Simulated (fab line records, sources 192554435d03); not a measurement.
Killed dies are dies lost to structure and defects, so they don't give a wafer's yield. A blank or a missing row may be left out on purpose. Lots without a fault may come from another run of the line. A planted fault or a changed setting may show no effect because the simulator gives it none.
fab line records | flow n5_finfet
record lots=10 wafers=30 last_day=18
route steps=1938 shown MIM_TOP_ETCH@1852 MIM_BOT_ETCH@1869 TV_LITHO@1883 TV_OPEN@1887
lots that met no fault: from a run of the same line without faults
start_h: hours from the record's first day to the start of the lot's first wafer shown | wait_h: hours since the lot's step before | " the same as in the row above | L1.1+2: a row that stands for several wafers | - no value, or no start given | * or withheld: withheld | < > ~ a bound
route shown NAME@n: a module of which the file shows steps, and the number in the route of the first | usual: mean/standard deviation of fault-free wafers | same: alike in all rows | chamber/n: place in a boat | sites: the reading at each site | _std_site: their standard deviation | _edge_site: outer sites' mean less inner sites' | radius_mm: how far each site lies from the wafer's centre | mask NAME#n: copy n | behind: the tool/chamber that last shaped the wafer | hold: why the lot was held/for how many hours/how that ended | device: the transistor (n, p or np) that didn't switch | end of line: the same wafers' tests at the end of the route | a step without rows: its recipe alone | killed: dies lost to structure and defects at the first sort, not the wafer's yield | map: a wafer's dies, x killed, . not, _ none there
set.NAME: the setting as run; set.NAME@STEP: as run at that earlier step | model.NAME: the simulator's own value behind a step, which no gauge read
steps of the route over a sample of lots; a table a step, a row a wafer
services: from which hour (start_h, from the record's first day; less than 0 if before it) a tool's chamber was out of use, for how many hours, and why
## steps
# step N5_MIM_TOP_ETCH_STRIP_01
# recipe chemistry=O2 power_w=600 temp_c=60 pressure_mtorr=30 rf_frequency_hz=6e+07 bias_power_w=0 overash_fraction=0.5 o2_flow_sccm=225
# usual chamber_pressure_mTorr=30.01/0.081 drypump_motor_current_A=5.7/0.45 oes_product_au=0.76/0.091 rf_vpp_V=3.7/1.3 showerhead_plenum_p_Torr=2.11/0.059 throttle_valve_pct=16.79/0.27
# same overash_fraction=0.5
# columns lot.wafer tool chamber start_h wait_h chamber_pressure_mTorr drypump_motor_current_A oes_product_au rf_hours_counter_h rf_vpp_V showerhead_plenum_p_Torr throttle_valve_pct
L152.1 rie_diel-05 3 276.63 0.2 29.91 5.8 0.71 192 4.8 2.08 16.81
L152.5 " 3 " " 30.13 5.8 0.72 - 3.3 2.08 16.82
L152.6 " 2 " " 29.89 5.3 0.67 - 4.7 2.09 16.73
L154.2 rie_diel-04 0 277.38 0.1 29.98 6.2 0.71 218 2.4 2.08 16.76
L154.5 " 1 " " 29.91 5.5 0.77 - 4.7 2.10 17.07
L154.6 " 2 " " 30.02 6.5 0.97 - 2.2 2.24 16.22
L158.1 rie_diel-03 2 307.97 0.1 29.94 5.1 0.90 30 2.6 2.14 16.32
L158.4 " 0 " " 29.93 5.5 0.81 94 1.1 2.04 16.72
L158.6 " 3 " " 29.97 5.6 0.73 - 1.7 2.18 17.12
L160.2 rie_diel-03 3 327.00 0.1 29.95 5.6 0.72 203 3.6 2.17 17.11
L160.5 " 0 " " 29.93 5.5 0.82 - 3.4 2.03 16.76
L160.6 " 1 " " 29.85 5.1 0.76 - 4.4 2.10 16.91
L168.1 rie_diel-05 0 366.60 0.2 30.08 5.8 0.68 245 4.6 2.18 17.07
L168.2 " 3 " " 30.09 5.9 0.71 219 3.1 2.07 16.87
L168.5 " 0 " " 29.95 5.8 0.68 - 4.3 2.18 17.09
L165.1 rie_diel-04 1 385.44 0.2 30.01 5.5 0.72 177 3.6 2.09 17.14
L165.3 " 2 " " 30.07 6.5 0.90 40 3.1 2.22 16.22
L165.5 " 0 " " 29.88 6.1 0.69 - 2.9 2.06 16.85
L169.1 rie_diel-03 2 385.56 0.3 29.80 5.1 0.85 49 2.1 2.13 16.31
L169.2 " 3 " " 29.87 5.6 0.70 222 2.8 2.17 17.19
L169.3 " 0 " " 29.89 5.5 0.80 119 4.5 2.03 16.73
L172.2 rie_diel-04 2 387.42 0.2 30.10 6.5 0.86 41 3.2 2.23 16.26
L172.3 " 1 " " 30.00 5.5 0.73 178 3.4 2.09 17.13
L172.4 " 3 " " 30.01 5.0 0.87 33 6.8 2.06 16.61
L173.2 rie_diel-04 1 413.81 0.1 30.18 5.5 0.71 190 3.6 2.08 17.16
L173.3 " 2 " " 30.04 6.5 0.86 53 5.7 2.22 16.28
L173.6 " 1 " " 29.99 5.5 0.71 - 4.7 2.08 17.10
L174.1 rie_diel-04 0 429.21 0.2 29.99 6.2 0.97 3 4.2 2.06 16.42
L174.5 " 1 " " 30.10 5.5 0.71 - 4.5 2.08 17.16
L174.6 " 0 " " 29.88 6.2 0.93 - 2.8 2.06 16.43
# step N5_MIM_BOT_ETCH_STRIP_01
# recipe chemistry=O2 power_w=600 temp_c=60 pressure_mtorr=30 rf_frequency_hz=6e+07 bias_power_w=0 overash_fraction=0.5 o2_flow_sccm=225
# usual chamber_pressure_mTorr=30.01/0.078 drypump_motor_current_A=5.7/0.53 oes_product_au=0.83/0.072 rf_vpp_V=3.6/1.3 showerhead_plenum_p_Torr=2.12/0.082 throttle_valve_pct=16.56/0.26
# same overash_fraction=0.5
# columns lot.wafer tool chamber start_h wait_h chamber_pressure_mTorr drypump_motor_current_A oes_product_au rf_hours_counter_h rf_vpp_V showerhead_plenum_p_Torr throttle_valve_pct
L152.1 rie_diel-01 3 277.87 0.3 30.01 6.1 0.85 48 4.7 2.06 16.78
L152.5 " 2 " " 29.93 5.1 0.92 - 3.7 2.05 16.24
L152.6 " 3 " " 30.01 6.1 0.86 - 2.6 2.07 16.76
L154.2 rie_diel-01 1 278.40 0.1 30.03 6.7 0.88 41 3.8 2.04 16.70
L154.5 " 2 " " 29.92 5.1 0.91 - 3.4 2.05 16.18
L154.6 " 1 " " 30.05 6.7 0.88 - 1.8 2.04 16.68
L158.1 rie_diel-06 0 308.89 0.1 30.09 5.5 0.88 47 2.5 2.23 16.58
L158.4 " 3 " " 29.87 5.3 0.84 60 3.2 2.05 16.35
L158.6 " 1 " " 30.07 4.9 0.76 - 3.8 2.09 16.57
L160.2 rie_diel-01 0 328.13 0.2 30.16 6.0 0.75 173 3.9 2.07 16.63
L160.5 " 1 " " 30.06 6.7 0.87 - 3.2 2.04 16.76
L160.6 " 0 " " 29.99 6.0 0.73 - 3.6 2.07 16.61
L168.1 rie_diel-02 3 367.75 0.1 29.91 6.5 0.93 17 4.8 2.21 16.03
L168.2 " 1 " " 29.86 5.4 0.86 41 3.9 2.22 16.40
L168.5 " 2 " " 29.95 5.4 0.83 - 1.3 2.22 16.68
L165.1 rie_diel-06 3 386.48 0.1 29.99 5.3 0.82 89 2.6 2.04 16.42
L165.3 " 1 " " 30.01 4.9 0.74 190 3.4 2.08 16.56
L165.5 " 2 " " 30.06 5.5 0.78 - 2.6 2.10 17.00
L169.1 rie_diel-01 2 386.65 0.1 29.99 5.1 0.84 73 5.6 2.04 16.28
L169.2 " 1 " " 30.11 6.6 0.82 79 4.6 2.03 16.75
L169.3 " 0 " " 29.84 6.0 0.72 192 1.9 2.06 16.66
L172.2 rie_diel-02 3 388.51 0.1 30.05 6.6 0.94 23 4.7 2.21 16.01
L172.3 " 0 " " 30.05 5.6 0.94 6 2.8 2.24 16.43
L172.4 " 1 " " 30.06 5.4 0.87 48 1.9 2.21 16.41
L173.2 rie_diel-02 1 414.96 0.2 30.08 5.4 0.85 58 4.6 2.21 16.43
L173.3 " 3 " " 30.02 6.5 0.91 33 3.9 2.20 16.00
L173.6 " 1 " " 30.05 5.3 0.86 - 2.1 2.21 16.42
L174.1 rie_diel-01 0 430.33 0.1 29.88 6.0 0.71 209 5.9 2.06 16.66
L174.5 " 3 " " 30.16 6.1 0.78 - 4.8 2.05 16.90
L174.6 " 2 " " 29.94 5.1 0.82 - 2.7 2.03 16.30
# step N5_PASSIVATION_CD_MEAS_10
# recipe target_cd_nm=3000 landing_energy_ev=500 detector=se_inlens
# usual cd_nm=3000.3/2.6
# columns lot.wafer tool chamber start_h wait_h cd_nm
L154.2 cd_sem-02 0 280.81 - 3003.7
L154.5 " 0 " " 3002.2
L154.6 " 0 " " 2999.4
L152.1 cd_sem-03 0 281.75 - 2998.7
L152.5 " 0 " " 3000.9
L152.6 " 0 " " 3002.3
L158.1 cd_sem-02 0 310.05 - 2998.7
L158.4 " 0 " " 3000.3
L158.6 " 0 " " 2999.1
L160.2 cd_sem-03 0 329.98 - 2998.3
L160.5 " 0 " " 3000.5
L160.6 " 0 " " 3000.5
L168.1 cd_sem-01 0 369.30 - 3001.3
L168.2 " 0 " " 3000.5
L168.5 " 0 " " 2998.9
L169.1 cd_sem-03 0 387.76 - 3002.1
L169.2 " 0 " " 3002.0
L169.3 " 0 " " 3003.8
L165.1 cd_sem-03 0 390.19 - 3002.1
L165.3 " 0 " " 2999.4
L165.5 " 0 " " 2998.2
L172.2 cd_sem-03 0 390.41 - 3001.8
L172.3 " 0 " " 3003.2
L172.4 " 0 " " 3002.1
L173.2 cd_sem-01 0 416.18 - 3002.1
L173.3 " 0 " " 3001.5
L173.6 " 0 " " 3003.9
L174.1 cd_sem-02 0 431.84 - 2997.3
L174.5 " 0 " " 3000.4
L174.6 " 0 " " 2999.4
# step N5_PASSIVATION_PASS_ETCH_74
# recipe chemistry=CF4/O2 target=SiNx target_depth_a=2200 time_s=110 ion_energy_ev=100 pressure_mtorr=40 source_w=535 bias_w=49 Ar_flow_sccm=100 cf4_flow_sccm=100 O2_flow_sccm=10
# usual O2_flow_sccm=10.005/0.029 chamber_pressure_mTorr=40.00/0.038 drypump_motor_current_A=5.6/0.45 oes_f_703_au=0.75/0.088 oes_product_au=0.75/0.094 rf_fwd_power_W=532.4/1.8 rf_vpp_V=241/5.4 showerhead_plenum_p_Torr=2.21/0.058 throttle_valve_pct=16.07/0.24
# columns lot.wafer tool chamber start_h wait_h O2_flow_sccm chamber_pressure_mTorr drypump_motor_current_A oes_f_703_au oes_product_au rf_fwd_power_W rf_hours_counter_h rf_vpp_V showerhead_plenum_p_Torr throttle_valve_pct
L154.2 rie_diel-05 3 281.09 0.0 9.997 40.00 5.8 0.74 0.73 535.9 193 247 2.18 16.13
L154.5 " 2 " " 10.044 39.93 5.3 0.70 0.70 533.3 - 234 2.18 15.94
L154.6 " 1 " " 10.003 40.02 5.6 0.68 0.67 530.5 - 236 2.18 16.13
L152.1 rie_diel-04 3 282.02 0.0 10.040 40.01 5.0 0.94 0.96 534.1 10 234 2.17 15.77
L152.5 " 1 " " 9.990 40.00 5.5 0.76 0.75 531.8 - 233 2.21 16.33
L152.6 " 0 " " 10.012 40.02 6.2 0.72 0.72 531.4 - 247 2.19 16.15
L158.1 rie_diel-04 2 310.28 0.0 10.021 40.05 6.5 1.18 1.05 659.8 14 221 2.35 15.60
L158.4 " 1 " " 9.959 40.00 5.5 0.96 0.83 657.3 - 210 2.20 16.37
L158.6 " 0 " " 9.956 40.02 6.2 0.91 0.80 661.3 - 221 2.19 16.20
L160.2 rie_diel-04 3 330.14 0.0 10.008 39.95 5.0 1.17 1.05 661.8 17 209 2.17 15.83
L160.5 " 2 " " 9.983 40.02 6.6 1.16 1.04 662.8 - 221 2.34 15.62
L160.6 " 3 " " 9.997 39.99 5.0 1.17 1.05 662.6 - 211 2.17 15.83
L168.1 rie_diel-03 3 369.45 0.0 9.970 40.02 5.6 0.71 0.72 530.7 215 251 2.27 16.45
L168.2 " 2 " " 10.018 40.07 5.1 0.85 0.88 531.5 43 244 2.25 15.66
L168.5 " 2 " " 10.015 40.00 5.1 0.85 0.88 534.2 - 241 2.25 15.67
L169.1 rie_diel-04 2 388.15 0.0 10.043 40.02 6.5 0.87 0.88 530.5 41 245 2.34 15.62
L169.2 " 3 " " 9.977 39.91 5.0 0.89 0.89 534.3 33 235 2.16 15.83
L169.3 " 0 " " 10.042 40.04 6.2 0.69 0.69 530.7 256 245 2.18 16.24
L165.1 rie_diel-03 3 390.38 0.0 10.007 39.98 5.6 0.71 0.71 533.3 223 248 2.27 16.46
L165.3 " 0 " " 10.008 39.99 5.4 0.76 0.78 530.6 121 240 2.13 16.04
L165.5 " 1 " " 9.957 39.98 5.1 0.69 0.70 533.6 - 245 2.19 16.17
L172.2 rie_diel-05 2 390.83 0.0 10.003 40.00 5.2 0.68 0.67 532.2 237 233 2.17 16.00
L172.3 " 1 " " 10.030 39.97 5.5 0.66 0.65 529.2 239 237 2.17 16.16
L172.4 " 1 " " 10.051 40.00 5.5 0.65 0.65 531.2 - 236 2.17 16.15
L173.2 rie_diel-05 1 416.33 0.0 9.977 39.96 5.6 0.65 0.65 529.2 250 237 2.16 16.17
L173.3 " 2 " " 10.042 40.00 5.2 0.68 0.67 531.7 248 233 2.17 16.03
L173.6 " 3 " " 9.995 39.99 5.9 0.71 0.70 531.5 - 245 2.17 16.20
L174.1 rie_diel-05 1 431.99 0.0 10.018 40.01 5.5 0.65 0.64 531.2 255 237 2.16 16.21
L174.5 " 1 " " 10.043 39.93 5.6 0.65 0.65 529.7 - 237 2.16 16.19
L174.6 " 2 " " 10.003 40.08 5.3 0.68 0.66 537.7 - 233 2.17 16.03
## services
# columns tool chamber start_h hours kind
rie_diel-04 2 254.91 - clean
rie_diel-04 2 254.91 - consumable_replace:focus_ring
rie_diel-04 2 254.91 - consumable_replace:showerhead
rie_diel-04 2 254.91 16.8 scheduled_down
rie_diel-04 2 254.91 16.8 vent_cycle
rie_diel-02 0 262.90 4.5 repair
rie_diel-04 3 285.00 27.2 repair
rie_diel-02 3 287.94 - clean
rie_diel-04 0 322.48 6.7 repair
rie_diel-06 0 323.70 2.2 repair
rie_diel-04 - 351.21 1.5 repair
rie_diel-05 1 366.16 8.4 repair
rie_diel-05 - 374.16 14.6 pm
rie_diel-04 3 378.16 8.3 repair
rie_diel-05 0 389.04 11.5 repair
rie_diel-04 0 395.62 - clean
rie_diel-04 0 395.62 - consumable_replace:focus_ring
rie_diel-04 0 395.62 24.4 scheduled_down
rie_diel-04 0 395.62 24.4 vent_cycle
rie_diel-03 1 396.85 17.9 repair
rie_diel-05 0 411.60 - clean
rie_diel-05 0 411.60 - consumable_replace:focus_ring
rie_diel-05 0 411.60 23.8 scheduled_down
rie_diel-05 0 411.60 23.8 vent_cycle
## key
first_sign step=N5_PASSIVATION_PASS_ETCH_74 reading=rf_fwd_power_W direction=up sigmas=73 usual=* struck=*
effect step=N5_PASSIVATION_PASS_ETCH_74 reading=rf_vpp_V direction=down sigmas=4.7 usual=241 struck=215
met_at N5_PASSIVATION_PASS_ETCH_74
struck_lots L158,L160
not_acting_at N5_MIM_TOP_ETCH_STRIP_01,N5_MIM_BOT_ETCH_STRIP_01,N5_PASSIVATION_CD_MEAS_10
onset_between 282.02 310.28
fault kind=process_parameter_drift tool=rie_diel-04 chamber=- onset_h=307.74 steps=N5_PASSIVATION_PASS_ETCH_74 channel=source_w offset=128.4 shape=step end_h=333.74 acts_in=these_recipes_only stated=535
